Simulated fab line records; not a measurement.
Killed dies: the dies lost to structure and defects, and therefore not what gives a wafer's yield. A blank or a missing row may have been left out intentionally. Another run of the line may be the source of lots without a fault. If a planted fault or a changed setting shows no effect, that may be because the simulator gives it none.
Matching of chambers -- flow nand harc -- rie diel-06 running NHARC_A_SGD_CUT_ETCH_58: 4 sister chambers
The step etches the open film in CF4, target depth 39 nm, time 65 s. 16 wafers are shown with their chamber, then 8 later ones without.

## EACH WAFER AND ITS CHAMBER
wafer,chamber,drypump motor current A (A),rf vpp V (V),oes product au (a.u.)
L074.3,0,6.0,150.3,1.000
L074.5,2,6.2,150.3,1.006
L074.6,1,6.2,150.9,1.019
L077.1,0,6.0,152.1,0.987
L077.5,2,6.3,149.8,0.992
L077.6,1,6.2,150.0,1.007
L078.2,3,6.3,152.6,1.003
L078.4,0,6.0,151.9,1.002
L078.5,3,6.3,153.2,1.010
L084.2,1,6.2,150.4,0.982
L084.3,2,6.2,148.1,0.979
L084.6,3,6.3,152.8,1.013
L086.1,1,6.2,150.6,0.972
L086.2,0,6.0,152.9,1.000
L086.6,1,6.2,150.7,0.974
L087.1,0,6.0,152.8,0.994

SIGNATURES (averages over the wafers above)
reading,chamber 0,chamber 1,chamber 2,chamber 3,scatter within a chamber
drypump motor current A,6.000,6.200,6.233,6.300,0.0236
rf vpp V,152.000,150.520,149.400,152.867,0.8
oes product au,0.99660,0.99080,0.99233,1.00867,0.014
Rule: distance of a wafer from a chamber = root of the sum over the readings of ((wafer's reading minus chamber's mean) / reading's scatter) squared. The wafer belongs to the nearest chamber; if the next one is less than 2 further off, it can't be placed. How the scatter is found: for the shown wafers, subtract from each reading the mean of its chamber, square and add these, divide the total by (wafers less chambers), then take the root.

## WAFERS WITH NO CHAMBER GIVEN
wafer,drypump motor current A (A),rf vpp V (V),oes product au (a.u.)
L087.3,6.2,152.2,1.003
L087.4,6.2,150.6,0.988
L090.3,6.3,152.2,1.012
L090.5,6.2,150.4,0.984
L090.6,6.0,152.0,1.022
L096.1,6.0,152.4,1.010
L096.4,6.2,150.5,0.986
L096.5,6.2,148.8,0.989

## EACH ONE'S CHAMBER
wafer,from the rows above,in truth
L087.3,can't be placed: 1 or 2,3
L087.4,can't be placed: 1 or 2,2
L090.3,3,3
L090.5,can't be placed: 1 or 2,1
L090.6,0,0
L096.1,0,0
L096.4,can't be placed: 1 or 2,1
L096.5,can't be placed: 2 or 1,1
Correctly placed: 3 of 8. From these rows, 5 cannot be placed; in 4 the true chamber is one of the candidates. 0 placed wrongly.
